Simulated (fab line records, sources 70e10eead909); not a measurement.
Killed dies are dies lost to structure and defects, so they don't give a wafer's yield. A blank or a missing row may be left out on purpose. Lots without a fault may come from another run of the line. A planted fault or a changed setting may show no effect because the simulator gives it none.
Chamber matching | flow nand_harc | NHARC_HYBRID_BOND_ACTIVATE_00 on rie_diel-11: 4 sister chambers
The step chemistry N2, time 60 s. 8 wafers are shown with their chamber, then 8 later ones without.

WAFERS WITH THEIR CHAMBER
wafer  | chamber | drypump_motor_current_A (A) | rf_vpp_V (V)
L663.2 | 1       | 5.6                         | 64.5
L678.2 | 0       | 4.9                         | 63.8
L678.3 | 3       | 5.4                         | 62.8
L678.4 | 2       | 6.6                         | 65.0
L679.2 | 3       | 5.3                         | 62.8
L679.4 | 0       | 4.9                         | 64.5
L679.6 | 2       | 6.6                         | 64.6
L680.1 | 1       | 5.6                         | 64.4

WAFERS WITHOUT THEIR CHAMBER
wafer  | drypump_motor_current_A (A) | rf_vpp_V (V)
L680.5 | 5.3                         | 61.9
L680.6 | 4.9                         | 62.8
L681.1 | 6.6                         | 64.3
L681.4 | 5.6                         | 63.1
L681.6 | 6.6                         | 64.7
L682.1 | 5.6                         | 63.8
L682.5 | 5.3                         | 63.8
L682.6 | 4.9                         | 64.4

WHICH CHAMBER EACH WENT THROUGH
wafer  | from the rows above | in truth
L680.5 | 3                   | 3
L680.6 | 0                   | 0
L681.1 | 2                   | 2
L681.4 | 1                   | 1
L681.6 | 2                   | 2
L682.1 | 1                   | 1
L682.5 | 3                   | 3
L682.6 | 0                   | 0
Placed correctly: 8 of 8. Can't be placed from these rows: 0. Placed wrongly: 0.
How it was worked out, from the rows above alone: a wafer's distance from a chamber is the root of the sum, over the readings, of the square of ((its reading less the chamber's mean) divided by the reading's scatter). The wafer belongs to the nearest chamber; if the next one is less than 2 further off, it can't be placed. A chamber's mean is the mean of its shown wafers. The scatter: the root of (the sum of the squares of (reading less its chamber's mean) over the shown wafers, divided by (wafers less chambers)).
